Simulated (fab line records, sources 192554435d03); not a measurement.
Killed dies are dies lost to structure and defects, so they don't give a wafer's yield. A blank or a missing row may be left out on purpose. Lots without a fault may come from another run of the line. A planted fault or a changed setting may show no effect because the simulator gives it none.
Chamber matching | flow n5_finfet | N5_BEOL_M15_DESCUM_33 on rie_diel-03: 4 sister chambers
The step chemistry O2, time 7.9 s. 8 wafers are shown with their chamber, then 9 later ones without.

WAFERS WITH THEIR CHAMBER
wafer  | chamber | drypump_motor_current_A (A) | throttle_valve_pct (%)
L082.4 | 1       | 5.8                         | 20.21
L078.5 | 3       | 6.4                         | 20.55
L083.4 | 2       | 6.5                         | 20.37
L083.5 | 0       | 5.2                         | 20.49
L083.6 | 3       | 6.5                         | 20.55
L084.2 | 0       | 5.2                         | 20.51
L084.4 | 2       | 6.5                         | 20.35
L084.6 | 1       | 5.8                         | 20.22

WAFERS WITHOUT THEIR CHAMBER
wafer  | drypump_motor_current_A (A) | throttle_valve_pct (%)
L085.1 | 5.8                         | 20.23
L085.2 | 6.6                         | 20.37
L085.6 | 6.6                         | 20.39
L092.1 | 5.3                         | 20.55
L092.3 | 6.4                         | 20.23
L092.4 | 5.8                         | 20.26
L094.2 | 6.6                         | 20.40
L094.3 | 6.4                         | 20.23
L094.5 | 5.3                         | 20.55

WHICH CHAMBER EACH WENT THROUGH
wafer  | from the rows above | in truth
L085.1 | 1                   | 1
L085.2 | 2                   | 2
L085.6 | 2                   | 2
L092.1 | 0                   | 0
L092.3 | 2                   | 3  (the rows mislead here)
L092.4 | 1                   | 1
L094.2 | 2                   | 2
L094.3 | 2                   | 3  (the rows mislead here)
L094.5 | 0                   | 0
Placed correctly: 7 of 9. Can't be placed from these rows: 0. Placed wrongly: 2.
How it was worked out, from the rows above alone: a wafer's distance from a chamber is the root of the sum, over the readings, of the square of ((its reading less the chamber's mean) divided by the reading's scatter). The wafer belongs to the nearest chamber; if the next one is less than 2 further off, it can't be placed. A chamber's mean is the mean of its shown wafers. The scatter: the root of (the sum of the squares of (reading less its chamber's mean) over the shown wafers, divided by (wafers less chambers)).
